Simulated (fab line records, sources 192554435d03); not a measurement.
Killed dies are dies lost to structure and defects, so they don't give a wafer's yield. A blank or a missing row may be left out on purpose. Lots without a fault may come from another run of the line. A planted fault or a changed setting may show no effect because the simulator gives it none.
Which tool did it? | flow n5_finfet | 13 lots, 35 wafers sampled, at 4 steps of a route of 1938

WHAT THE GAUGES READ, wafer by wafer
N5_BEOL_M5_OVL_MEAS_12. Usual: M5_OVL -0.2 nm, standard deviation 0.6.
lot  | measured     | on         | M5_OVL (nm)    | flag
L724 | day 9 15:08  | overlay-01 | -0.3 -0.8 -0.9 |
L725 | day 9 15:49  | overlay-02 | 0.1 0.0 0.3    |
L728 | day 9 19:33  | overlay-01 | -0.2 0.1       |
L726 | day 9 19:46  | overlay-02 | -0.1 -0.7 -0.5 |
L729 | day 10 01:02 | overlay-01 | 0.4 0.4        |
L731 | day 10 05:25 | overlay-02 | -0.2 -0.6      |
L732 | day 11 10:47 | overlay-02 | -0.5 -0.4 -0.2 |
L733 | day 11 11:11 | overlay-01 | 0.3 0.6 1.0    |
L734 | day 11 13:37 | overlay-02 | -0.3 -0.3 -0.5 |
L743 | day 13 21:16 | overlay-01 | 0.5 -0.1       |
L744 | day 13 23:10 | overlay-01 | 0.4 0.5 1.3    |
L746 | day 14 14:01 | overlay-02 | 0.9 0.8 0.5    |
L745 | day 14 14:35 | overlay-02 | -0.8 -0.7 0.5  |

WHICH TOOL RAN EACH LOT (tool, then ch and the chambers of the sampled wafers, then the start)
lot  | N5_BEOL_M4_PRE_CLEAN_60          | N5_BEOL_M5_PECVD_70             | N5_BEOL_M5_COAT_71
L724 | cvd_co-02 ch 0,1,2, day 9 12:00  | pecvd-02 ch 1,2, day 9 13:50    | litho_track-01 ch 0, day 9 14:42
L725 | cvd_co-02 ch 0,1,2, day 9 13:04  | pecvd-03 ch 0,1, day 9 14:55    | litho_track-01 ch 0, day 9 15:24
L728 | cvd_co-01 ch 1,2, day 9 14:24    | pecvd-01 ch 1, day 9 16:17      | litho_track-03 ch 0, day 9 19:16
L726 | cvd_co-02 ch 1,2, day 9 14:56    | pecvd-02 ch 1,2, day 9 16:47    | litho_track-01 ch 0, day 9 19:22
L729 | cvd_co-01 ch 0,1, day 9 19:53    | pecvd-01 ch 1, day 9 21:47      | litho_track-05 ch 0, day 10 00:36
L731 | cvd_co-01 ch 0,2, day 10 01:08   | pecvd-03 ch 1,2, day 10 02:59   | litho_track-01 ch 0, day 10 04:59
L732 | cvd_co-02 ch 0,2, day 11 07:44   | pecvd-02 ch 0,1, day 11 09:35   | litho_track-05 ch 0, day 11 10:29
L733 | cvd_co-02 ch 0,2, day 11 08:17   | pecvd-02 ch 0,1, day 11 10:32   | litho_track-01 ch 0, day 11 10:54
L734 | cvd_co-01 ch 1,2, day 11 08:37   | pecvd-02 ch 0,1,2, day 11 11:37 | litho_track-01 ch 0, day 11 13:19
L743 | cvd_co-01 ch 0,2, day 13 16:54   | pecvd-02 ch 1, day 13 18:48     | litho_track-03 ch 0, day 13 20:50
L744 | cvd_co-02 ch 0,1,2, day 13 20:08 | pecvd-01 ch 0,1,2, day 13 22:28 | litho_track-05 ch 0, day 13 22:51
L746 | cvd_co-02 ch 1,2, day 14 09:31   | pecvd-01 ch 0,2, day 14 11:22   | litho_track-03 ch 0, day 14 13:44
L745 | cvd_co-01 ch 1,2, day 14 09:44   | pecvd-02 ch 0,1, day 14 12:01   | litho_track-01 ch 0, day 14 14:11
- N5_BEOL_M4_PRE_CLEAN_60: time 15 s.
- N5_BEOL_M5_PECVD_70: deposits SiO2 from TEOS/O2, target thk 16 nm, time 18 s.
- N5_BEOL_M5_COAT_71: time 60 s, resist thk 5 nm.

WHAT THE TOOLS THEMSELVES READ (means of the sampled wafers that have a number; where no wafer has one, the mark that the record gives instead)
N5_BEOL_M4_PRE_CLEAN_60. Usual: heater_power_w 83 W, standard deviation 7.
lot  | tool      | heater_power_w (W) | flag
L724 | cvd_co-02 | 83                 |
L725 | cvd_co-02 | 82                 |
L728 | cvd_co-01 | 80                 |
L726 | cvd_co-02 | 87                 |
L729 | cvd_co-01 | 90                 |
L731 | cvd_co-01 | 84                 |
L732 | cvd_co-02 | 81                 |
L733 | cvd_co-02 | 80                 |
L734 | cvd_co-01 | 81                 |
L743 | cvd_co-01 | 84                 |
L744 | cvd_co-02 | 84                 |
L746 | cvd_co-02 | 86                 |
L745 | cvd_co-01 | 82                 |

N5_BEOL_M5_PECVD_70. Usual: heater_power_w 664 W, standard deviation 68; showerhead_plenum_p_Torr 8.77 Torr, standard deviation 0.062; throttle_valve_pct 22.3 %, standard deviation 0.69.
lot  | tool     | heater_power_w (W) | showerhead_plenum_p_Torr (Torr) | throttle_valve_pct (%) | flag
L724 | pecvd-02 | 748                | 8.78                            | 22.5                   |
L725 | pecvd-03 | 710                | 8.77                            | 22.8                   |
L728 | pecvd-01 | 558                | 8.75                            | 23.3                   |
L726 | pecvd-02 | 653                | 8.81                            | 22.0                   |
L729 | pecvd-01 | 640                | 8.75                            | 23.5                   |
L731 | pecvd-03 | 713                | 8.82                            | 22.1                   |
L732 | pecvd-02 | 642                | 8.78                            | 22.4                   |
L733 | pecvd-02 | 722                | 8.77                            | 22.7                   |
L734 | pecvd-02 | 674                | 8.80                            | 22.3                   |
L743 | pecvd-02 | 798                | 8.75                            | 22.8                   |
L744 | pecvd-01 | 621                | 8.70                            | 22.3                   |
L746 | pecvd-01 | 684                | 8.69                            | 21.8                   |
L745 | pecvd-02 | 755                | 8.76                            | 22.7                   |

N5_BEOL_M5_COAT_71. Usual: spin_speed_rpm 1499.7 rpm, standard deviation 1.
lot  | tool           | spin_speed_rpm (rpm) | flag
L724 | litho_track-01 | 1500.5               |
L725 | litho_track-01 | 1499.4               |
L728 | litho_track-03 | 1499.8               |
L726 | litho_track-01 | 1499.9               |
L729 | litho_track-05 | 1499.8               |
L731 | litho_track-01 | 1499.8               |
L732 | litho_track-05 | 1499.7               |
L733 | litho_track-01 | 1544.5               | OFF
L734 | litho_track-01 | 1545.1               | OFF
L743 | litho_track-03 | 1500.3               |
L744 | litho_track-05 | 1499.1               |
L746 | litho_track-03 | 1500.2               |
L745 | litho_track-01 | 1499.2               |

THE ANSWER, worked out from the rows above alone
Rule: a lot is off if the mean of its wafers that have a number lies more than 3 standard deviations from the usual mean. A lot without any number at a reading at which 4 lots or more have one is off too. The other lots that the step has rows for count as sound. The gauges are gone through in route order, then the tools' own readings, and for those a lot's mean is taken as printed above. The first step at which some lot is off is used, and at that step the reading that is off furthest; a lot without a number counts as furthest.
Off: L733, L734, at N5_BEOL_M5_COAT_71 (spin_speed_rpm).
A tool fits if, at that step or a process step before it, it ran every lot that is off, and no sound lot after the first of them. None of those tried fits.

WHAT THE SIMULATOR HAD PUT IN
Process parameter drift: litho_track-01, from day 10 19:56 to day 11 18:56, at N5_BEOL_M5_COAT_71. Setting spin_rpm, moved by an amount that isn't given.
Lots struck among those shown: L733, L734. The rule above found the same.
